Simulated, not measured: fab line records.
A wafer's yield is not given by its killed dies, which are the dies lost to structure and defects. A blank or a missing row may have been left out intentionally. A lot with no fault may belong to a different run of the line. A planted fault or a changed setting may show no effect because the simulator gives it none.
fab line records | flow n5_finfet | part 2 of 2: steps 5 to 6 of 6
[record] lots = 23 | wafers = 69 | last_day = 17
route steps=1938 shown MOL_CONTACT_COAG@607 BEOL_M0_SAQP@649
lots with no fault: from the same line, run without faults
start_h: start of the lot's first displayed wafer, in hours after the record's first day | wait_h: hours since the lot's step before | " unchanged from the row above | L1.1+2: several wafers, shown together as one row | - either no value or no given start | * or withheld: withheld | < > ~ a bound
route shown NAME@n: names a module that has steps shown in the file, with the first one's number in the route | usual: the fault-free wafers' mean and standard deviation | same: alike in all rows | chamber/n: place in a boat | sites: readings site by site | _std_site: how widely they spread, as a standard deviation | _edge_site: inner sites' mean taken away from outer sites' mean | radius_mm: for every site, how far away it sits from the centre of the wafer | mask NAME#n: copy n | behind: the last tool/chamber to shape the wafer | hold: the reason the lot was held/the length of the hold in hours/how it ended | device: the n, p or np transistor that did not switch | end of line: tests of these same wafers at the route's end | step lacking rows: just its recipe | killed: dies that structure and defects cost at the first sort, which is not the same as the wafer's yield | map: the dies of a wafer, with x for killed, . for not killed, _ for no die there
set.NAME: the setting the step ran with; set.NAME@STEP: the setting that earlier step ran with | model.NAME: the simulator's own value behind a step, which no gauge read
a sample of lots followed through the steps of the route, with each step as a table and each wafer as a row
services: a tool's chamber out of use, with start hour (start_h, from the record's first day; less than 0 if before it), hours out, and reason
[[steps]]
[step N5_BEOL_M0_SAQP_INSPECT_16]
[recipe] mode = adi | inspect_instrument = brightfield
[usual] raw_defect_count = 560/180
lot.wafer | tool              | chamber | start_h | wait_h | raw_defect_count
L075.3    | defect_inspect-01 | -       | 118.12  | 0.0    | 556
L075.4    | "                 | -       | "       | "      | 760
L075.6    | "                 | -       | "       | "      | 493
L074.1    | defect_inspect-01 | -       | 122.29  | 0.0    | 749
L074.2    | "                 | -       | "       | "      | 636
L074.4    | "                 | -       | "       | "      | 658
L076.2    | defect_inspect-01 | -       | 126.55  | 0.0    | 555
L076.3    | "                 | -       | "       | "      | 463
L076.5    | "                 | -       | "       | "      | 403
L077.4    | defect_inspect-02 | -       | 131.37  | 0.0    | 643
L077.5    | "                 | -       | "       | "      | 712
L077.6    | "                 | -       | "       | "      | 442
L079.2    | defect_inspect-02 | -       | 142.24  | 0.0    | 355
L079.3    | "                 | -       | "       | "      | 439
L079.6    | "                 | -       | "       | "      | 478
L080.2    | defect_inspect-01 | -       | 144.84  | 0.0    | 652
L080.3    | "                 | -       | "       | "      | 471
L080.6    | "                 | -       | "       | "      | 442
L081.2    | defect_inspect-01 | -       | 153.99  | 0.0    | 677
L081.5    | "                 | -       | "       | "      | 706
L081.6    | "                 | -       | "       | "      | 745
L082.1    | defect_inspect-02 | -       | 158.53  | 0.0    | 684
L082.3    | "                 | -       | "       | "      | 750
L082.4    | "                 | -       | "       | "      | 560
L083.1    | defect_inspect-02 | -       | 168.37  | 0.0    | 557
L083.2    | "                 | -       | "       | "      | 606
L083.4    | "                 | -       | "       | "      | 701
L084.2    | defect_inspect-01 | -       | 176.04  | 0.0    | 568
L084.3    | "                 | -       | "       | "      | 470
L084.6    | "                 | -       | "       | "      | 431
L087.3    | defect_inspect-01 | -       | 193.03  | 0.0    | 362
L087.5    | "                 | -       | "       | "      | 371
L087.6    | "                 | -       | "       | "      | 266
L085.1    | defect_inspect-02 | -       | 196.76  | 0.0    | 345
L085.3    | "                 | -       | "       | "      | 260
L085.4    | "                 | -       | "       | "      | 307
L086.2    | defect_inspect-02 | -       | 198.58  | 0.0    | 1633
L086.4    | "                 | -       | "       | "      | 793
L086.6    | "                 | -       | "       | "      | 568
L088.1    | defect_inspect-02 | -       | 212.21  | 0.0    | 600
L088.5    | "                 | -       | "       | "      | 714
L088.6    | "                 | -       | "       | "      | 539
L089.3    | defect_inspect-01 | -       | 216.26  | 0.0    | 679
L089.4    | "                 | -       | "       | "      | 396
L089.6    | "                 | -       | "       | "      | 644
L091.1    | defect_inspect-02 | -       | 217.35  | 0.0    | 879
L091.2    | "                 | -       | "       | "      | 829
L091.6    | "                 | -       | "       | "      | 551
L090.2    | defect_inspect-01 | -       | 220.33  | 0.0    | 424
L090.4    | "                 | -       | "       | "      | 442
L090.5    | "                 | -       | "       | "      | 552
L092.1    | defect_inspect-01 | -       | 224.72  | 0.0    | 384
L092.4    | "                 | -       | "       | "      | 361
L092.6    | "                 | -       | "       | "      | 351
L093.1    | defect_inspect-01 | -       | 226.65  | 0.0    | 558
L093.3    | "                 | -       | "       | "      | 520
L093.4    | "                 | -       | "       | "      | 543
L094.2    | defect_inspect-01 | -       | 230.14  | 0.0    | 702
L094.3    | "                 | -       | "       | "      | 607
L094.5    | "                 | -       | "       | "      | 634
L095.4    | defect_inspect-01 | -       | 232.36  | 0.0    | 722
L095.5    | "                 | -       | "       | "      | 768
L095.6    | "                 | -       | "       | "      | 361
L096.4    | defect_inspect-01 | -       | 240.00  | 0.0    | 887
L096.5    | "                 | -       | "       | "      | 451
L096.6    | "                 | -       | "       | "      | 606
L097.1    | defect_inspect-01 | -       | 248.27  | 0.0    | 501
L097.4    | "                 | -       | "       | "      | 549
L097.5    | "                 | -       | "       | "      | 500
[step N5_BEOL_M0_SAQP_HM_OPEN_112]
[recipe] chemistry = CHF3/O2 | target = SiO2 | stop_on = a-Si | target_depth_a = 120 | over_etch_frac = 1.25 | mask_material = SOC | time_s = 13.5 | pressure_mtorr = 30 | source_w = 650 | bias_w = 170 | Ar_flow_sccm = 200 | CHF3_flow_sccm = 50 | O2_flow_sccm = 5 | ion_energy_ev = 200 | ends = end_point
[usual] drypump_motor_current_A = 5.6/0.32 | oes_product_au = 0.50/0.051 | rf_fwd_power_W = 644.5/2.2 | rf_vpp_V = 524/12 | showerhead_plenum_p_Torr = 2.43/0.054 | throttle_valve_pct = 18.92/0.26
lot.wafer | tool        | chamber | start_h | wait_h | drypump_motor_current_A | oes_product_au | rf_fwd_power_W | rf_hours_counter_h | rf_vpp_V | showerhead_plenum_p_Torr | throttle_valve_pct
L075.3    | rie_diel-02 | 3       | 118.52  | 0.0    | 5.7                     | 0.47           | 644.8          | 209                | 504      | 2.37                     | 19.08
L075.4    | "           | 2       | "       | "      | 5.6                     | 0.48           | 646.2          | 226                | 541      | 2.46                     | 18.77
L075.6    | "           | 2       | "       | "      | 5.6                     | 0.46           | 646.2          | -                  | 541      | 2.46                     | 18.72
L074.1    | rie_diel-02 | 2       | 122.51  | 0.0    | 5.6                     | 0.46           | 646.9          | 227                | 543      | 2.46                     | 18.74
L074.2    | "           | 1       | "       | "      | 5.9                     | 0.48           | 643.0          | 194                | 518      | 2.42                     | 18.82
L074.4    | "           | 3       | "       | "      | 5.7                     | 0.47           | 641.7          | 211                | 506      | 2.37                     | 19.07
L076.2    | rie_diel-01 | 0       | 126.77  | 0.0    | 5.3                     | 0.58           | 643.5          | 17                 | 528      | 2.45                     | 18.99
L076.3    | "           | 1       | "       | "      | 5.5                     | 0.49           | 641.2          | 142                | 537      | 2.50                     | 18.86
L076.5    | "           | 1       | "       | "      | 5.5                     | 0.50           | 642.3          | -                  | 539      | 2.50                     | 18.87
L077.4    | rie_diel-02 | 2       | 131.60  | 0.0    | 5.6                     | 0.46           | 644.2          | 230                | 541      | 2.46                     | 18.76
L077.5    | "           | 3       | "       | "      | 5.7                     | 0.47           | 644.5          | -                  | 504      | 2.37                     | 19.08
L077.6    | "           | 2       | "       | "      | 5.6                     | 0.47           | 646.3          | -                  | 541      | 2.46                     | 18.74
L079.2    | rie_diel-06 | 3       | 142.51  | 0.0    | 4.9                     | 0.46           | 645.3          | 210                | 510      | 2.32                     | 19.54
L079.3    | "           | 1       | "       | "      | 6.0                     | 0.46           | 647.1          | 205                | 521      | 2.48                     | 19.05
L079.6    | "           | 1       | "       | "      | 5.9                     | 0.46           | 645.5          | -                  | 522      | 2.48                     | 19.03
L080.2    | rie_diel-02 | 0       | 145.07  | 0.0    | 5.8                     | 0.58           | 646.9          | 28                 | 531      | 2.45                     | 18.67
L080.3    | "           | 2       | "       | "      | 5.6                     | 0.47           | 642.9          | 235                | 544      | 2.46                     | 18.75
L080.6    | "           | 3       | "       | "      | 5.8                     | 0.47           | 642.8          | -                  | 505      | 2.37                     | 19.09
L081.2    | rie_diel-02 | 2       | 154.21  | 0.0    | 5.6                     | 0.47           | 645.1          | 238                | 543      | 2.45                     | 18.76
L081.5    | "           | 1       | "       | "      | 5.9                     | 0.48           | 641.6          | -                  | 517      | 2.42                     | 18.83
L081.6    | "           | 2       | "       | "      | 5.6                     | 0.46           | 643.1          | -                  | 540      | 2.45                     | 18.73
L082.1    | rie_diel-01 | 2       | 158.82  | 0.0    | 5.9                     | 0.47           | 645.5          | 205                | 535      | 2.41                     | 19.38
L082.3    | "           | 1       | "       | "      | 5.5                     | 0.49           | 647.7          | 154                | 536      | 2.49                     | 18.88
L082.4    | "           | 0       | "       | "      | 5.3                     | 0.57           | 645.4          | 29                 | 527      | 2.45                     | 19.01
L083.1    | rie_diel-02 | 0       | 168.59  | 0.0    | 5.8                     | 0.57           | 646.2          | 36                 | 532      | 2.44                     | 18.68
L083.2    | "           | 1       | "       | "      | 5.9                     | 0.47           | 642.2          | 209                | 517      | 2.42                     | 18.83
L083.4    | "           | 2       | "       | "      | 5.6                     | 0.46           | 644.7          | 243                | 543      | 2.45                     | 18.76
L084.2    | rie_diel-06 | 0       | 176.26  | 0.0    | 5.3                     | 0.48           | 642.3          | 158                | 535      | 2.52                     | 18.78
L084.3    | "           | 2       | "       | "      | 5.1                     | 0.56           | 642.8          | 59                 | 518      | 2.44                     | 18.69
L084.6    | "           | 1       | "       | "      | 5.9                     | 0.46           | 642.4          | -                  | 521      | 2.48                     | 19.05
L087.3    | rie_diel-02 | 2       | 193.26  | 0.0    | 5.6                     | 0.46           | 642.8          | 250                | 542      | 2.45                     | 18.77
L087.5    | "           | 2       | "       | "      | 5.6                     | 0.46           | 645.0          | -                  | 541      | 2.45                     | 18.78
L087.6    | "           | 3       | "       | "      | 5.7                     | 0.46           | 643.1          | -                  | 506      | 2.37                     | 19.11
L085.1    | rie_diel-06 | 3       | 197.12  | 0.0    | 4.9                     | 0.46           | 646.6          | 226                | 509      | 2.32                     | 19.57
L085.3    | "           | 2       | "       | "      | 5.0                     | 0.56           | 647.6          | 65                 | 519      | 2.43                     | 18.71
L085.4    | "           | 1       | "       | "      | 6.0                     | 0.46           | 645.6          | 219                | 521      | 2.48                     | 19.06
L086.2    | rie_diel-02 | 1       | 198.80  | 0.0    | 5.9                     | 0.46           | 643.8          | 216                | 518      | 2.41                     | 18.84
L086.4    | "           | 3       | "       | "      | 5.7                     | 0.46           | 642.6          | -                  | 505      | 2.36                     | 19.13
L086.6    | "           | 0       | "       | "      | 5.9                     | 0.57           | 644.5          | -                  | 531      | 2.44                     | 18.71
L088.1    | rie_diel-06 | 3       | 212.43  | 0.0    | 4.9                     | 0.45           | 644.0          | 229                | 511      | 2.32                     | 19.55
L088.5    | "           | 0       | "       | "      | 5.3                     | 0.48           | 644.9          | -                  | 534      | 2.51                     | 18.80
L088.6    | "           | 3       | "       | "      | 4.9                     | 0.46           | 645.5          | -                  | 510      | 2.32                     | 19.56
L089.3    | rie_diel-01 | 1       | 216.49  | 0.0    | 5.5                     | 0.48           | 644.4          | 169                | 537      | 2.48                     | 18.90
L089.4    | "           | 2       | "       | "      | 5.9                     | 0.46           | 642.6          | 220                | 535      | 2.41                     | 19.40
L089.6    | "           | 0       | "       | "      | 5.3                     | 0.55           | 644.8          | -                  | 529      | 2.44                     | 19.03
L091.1    | rie_diel-06 | 0       | 217.71  | 0.0    | 5.3                     | 0.47           | 640.8          | 168                | 535      | 2.51                     | 18.79
L091.2    | "           | 3       | "       | "      | 4.9                     | 0.45           | 646.6          | 231                | 509      | 2.32                     | 19.55
L091.6    | "           | 3       | "       | "      | 4.9                     | 0.45           | 648.0          | -                  | 510      | 2.32                     | 19.56
L090.2    | rie_diel-01 | 3       | 220.55  | 0.0    | 5.2                     | 0.45           | 645.2          | 237                | 524      | 2.34                     | 18.90
L090.4    | "           | 1       | "       | "      | 5.5                     | 0.48           | 645.9          | -                  | 536      | 2.48                     | 18.89
L090.5    | "           | 0       | "       | "      | 5.3                     | 0.54           | 645.2          | -                  | 528      | 2.44                     | 19.03
L092.1    | rie_diel-02 | 1       | 225.13  | 0.0    | 5.9                     | 0.45           | 642.8          | 224                | 517      | 2.41                     | 18.86
L092.4    | "           | 0       | "       | "      | 5.8                     | 0.56           | 645.5          | 55                 | 531      | 2.44                     | 18.73
L092.6    | "           | 1       | "       | "      | 5.9                     | 0.46           | 643.3          | -                  | 517      | 2.41                     | 18.87
L093.1    | rie_diel-01 | 0       | 226.93  | 0.0    | 5.3                     | 0.55           | 643.6          | 50                 | 528      | 2.44                     | 19.04
L093.3    | "           | 2       | "       | "      | 5.9                     | 0.46           | 645.5          | 223                | 534      | 2.41                     | 19.39
L093.4    | "           | 1       | "       | "      | 5.5                     | 0.49           | 644.5          | 173                | 538      | 2.48                     | 18.90
L094.2    | rie_diel-02 | 3       | 230.37  | 0.0    | 5.7                     | 0.46           | 646.1          | 247                | 503      | 2.36                     | 19.12
L094.3    | "           | 0       | "       | "      | 5.8                     | 0.56           | 648.6          | 57                 | 530      | 2.44                     | 18.71
L094.5    | "           | 2       | "       | "      | 5.6                     | 0.62           | 646.2          | -                  | 541      | 2.45                     | 18.40
L095.4    | rie_diel-06 | 0       | 232.78  | 0.0    | 5.3                     | 0.47           | 645.9          | 173                | 535      | 2.51                     | 18.82
L095.5    | "           | 1       | "       | "      | 5.9                     | 0.45           | 641.1          | -                  | 523      | 2.47                     | 19.10
L095.6    | "           | 2       | "       | "      | 5.0                     | 0.55           | 642.6          | -                  | 518      | 2.43                     | 18.71
L096.4    | rie_diel-06 | 3       | 240.22  | 0.0    | 4.9                     | 0.46           | 647.1          | 238                | 511      | 2.31                     | 19.58
L096.5    | "           | 1       | "       | "      | 6.0                     | 0.45           | 641.7          | -                  | 521      | 2.47                     | 19.09
L096.6    | "           | 0       | "       | "      | 5.3                     | 0.48           | 640.6          | -                  | 536      | 2.51                     | 18.80
L097.1    | rie_diel-02 | 1       | 249.00  | 0.0    | 5.9                     | 0.45           | 644.0          | 233                | 518      | 2.41                     | 18.87
L097.4    | "           | 0       | "       | "      | 5.8                     | 0.56           | 647.0          | -                  | 530      | 2.43                     | 18.74
L097.5    | "           | 2       | "       | "      | 5.7                     | 0.60           | 646.6          | -                  | 540      | 2.44                     | 18.39
[[services]]
tool        | chamber | start_h | hours | kind
rie_diel-01 | -       | 94.56   | 2.8   | pm
rie_diel-03 | 3       | 104.51  | -     | clean
rie_diel-03 | 3       | 104.51  | -     | consumable_replace:focus_ring
rie_diel-03 | 3       | 104.51  | 17.2  | scheduled_down
rie_diel-03 | 3       | 104.51  | 17.2  | vent_cycle
rie_diel-01 | 0       | 114.37  | 7.6   | repair
rie_diel-05 | 1       | 114.63  | -     | clean
rie_diel-05 | 1       | 114.63  | -     | consumable_replace:focus_ring
rie_diel-05 | 1       | 114.63  | 18.1  | scheduled_down
rie_diel-05 | 1       | 114.63  | 18.1  | vent_cycle
rie_diel-06 | 1       | 127.09  | 2.5   | repair
rie_diel-06 | 2       | 139.56  | 7.7   | repair
rie_diel-01 | 3       | 142.69  | 2.2   | repair
rie_diel-04 | 3       | 149.33  | 7.2   | repair
rie_diel-04 | 2       | 169.75  | 12.7  | repair
rie_diel-02 | 1       | 178.83  | 7.1   | repair
rie_diel-03 | 0       | 180.04  | -     | clean
rie_diel-03 | 0       | 180.04  | -     | consumable_replace:focus_ring
rie_diel-03 | 0       | 180.04  | 25.4  | scheduled_down
rie_diel-03 | 0       | 180.04  | 25.4  | vent_cycle
rie_diel-04 | 2       | 205.62  | 6.8   | repair
rie_diel-01 | 2       | 220.13  | 3.2   | repair
rie_diel-03 | 2       | 222.26  | -     | clean
rie_diel-03 | 2       | 222.26  | -     | consumable_replace:focus_ring
